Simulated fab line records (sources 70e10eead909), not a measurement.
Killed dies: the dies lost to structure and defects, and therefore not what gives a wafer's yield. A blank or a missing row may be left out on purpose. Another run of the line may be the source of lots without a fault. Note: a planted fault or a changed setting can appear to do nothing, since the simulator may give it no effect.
A lot that was struck, set against a sound lot | flow nand-harc | 14 steps out of a route of 1302
Sound: the wafers L489.2, L489.4, L489.6. Struck: wafer L499.1. (L499.4, L499.6 of the same lot were not struck and are left out.) The cause comes at the end.
For every step that has rows: the tool of each side, followed by ch and its chambers, followed by its first start. Under that, the readings that differ: sound wafers | struck wafers | difference of the means | sigmas: that difference in standard deviations of wafers without a fault.
alike: a reading whose means differ by less than 2 such deviations, as well as words and numbers matching on both sides. not compared: withheld readings; readings where some wafer has no value; bounds like >300 that might hide an equal value; numbers whose values overlap and for which the record gives no deviation.
Wherever a step has rows on one side only, a row that says differs or no value, or a row with sigmas, the two part there. Non-overlapping numbers with no deviation appear without sigmas and do not part them. Lack of a reading on every wafer of one side parts them only where that side has two or more wafers.

NHARC_A_DECK1_JOINT_ETCHBACK_07: etches the open film in HBr, target depth 105 nm, time 26.9 s.
  sound on rie-si-02 ch 0,1,2, day 12 03:31; struck on rie-si-03 ch 2, day 16 23:27
  reading               | sound             | struck | difference | sigmas
  oes-product-au (a.u.) | 0.995 0.994 0.994 | 1.008  | +0.014     | +2
  alike: drypump-motor-current-A, run-length-s, throttle-valve-pct
  not compared: rf-hours-counter-h
then, 8 steps without rows for these wafers: NHARC_A_DECK1_JOINT_ETCH_25 (etches SiO2 in dHF, target depth 0.5 nm); NHARC_A_DECK1_JOINT_ETCH_19 (etches poly-Si in TMAH, target depth 3 nm); NHARC_A_DECK1_JOINT_ETCH_18 (etches SiO2 in dHF, target depth 3 nm); NHARC_A_DECK1_JOINT_WET_08 (chemistry H3PO4, time 86 s); NHARC_A_DECK1_JOINT_ETCH_09 (etches SiO2 in dHF, target depth 5 nm); NHARC_A_DECK1_JOINT_WET_10 (chemistry H3PO4, time 86 s); NHARC_A_DECK1_JOINT_ETCH_11 (etches SiO2 in dHF, target depth 35 nm); NHARC_A_DECK1_JOINT_CVD_12 (deposits poly-Si, target thk 90 nm, time 1800 s).
NHARC_A_DECK1_JOINT_CMP_13: polishes, target thk 51.023 nm.
  sound on cmp-03 ch 0,2,3, day 12 16:01; struck on cmp-04 ch 2, day 17 09:47
  alike: edge-zone-pressure-frac, motor-current-A, time-to-endpoint-s
NHARC_A_DECK1_JOINT_THK_MEAS_14: measures by ellipsometry.
  struck on film-metro-02, day 17 10:00; sound on film-metro-02, day 12 16:16
  alike: thk-nm
then, 1 step without rows for these wafers: NHARC_A_DECK1_JOINT_SRD_04.
NHARC_A_DECK1_JOINT_ETCHBACK_00: etches the open film in HBr, target depth 30 nm, time 17.4 s.
  sound on rie-si-03 ch 1,2, day 12 16:24; struck on rie-si-03 ch 0, day 17 10:08
  reading          | sound          | struck | difference | sigmas
  run-length-s (s) | 38.4 38.5 38.2 | 28.3   | -10.1      | -30
  alike: drypump-motor-current-A, oes-product-au, throttle-valve-pct
  not compared: rf-hours-counter-h
then, 1 step without rows for these wafers: NHARC_A_DECK1_JOINT_PRECLEAN_30 (cleans in SC1).

## WHERE THEY PART
At NHARC_A_DECK1_JOINT_ETCHBACK_07 first; at NHARC_A_DECK1_JOINT_ETCHBACK_00 last (within this record only).

WHY: the cause the simulator had injected
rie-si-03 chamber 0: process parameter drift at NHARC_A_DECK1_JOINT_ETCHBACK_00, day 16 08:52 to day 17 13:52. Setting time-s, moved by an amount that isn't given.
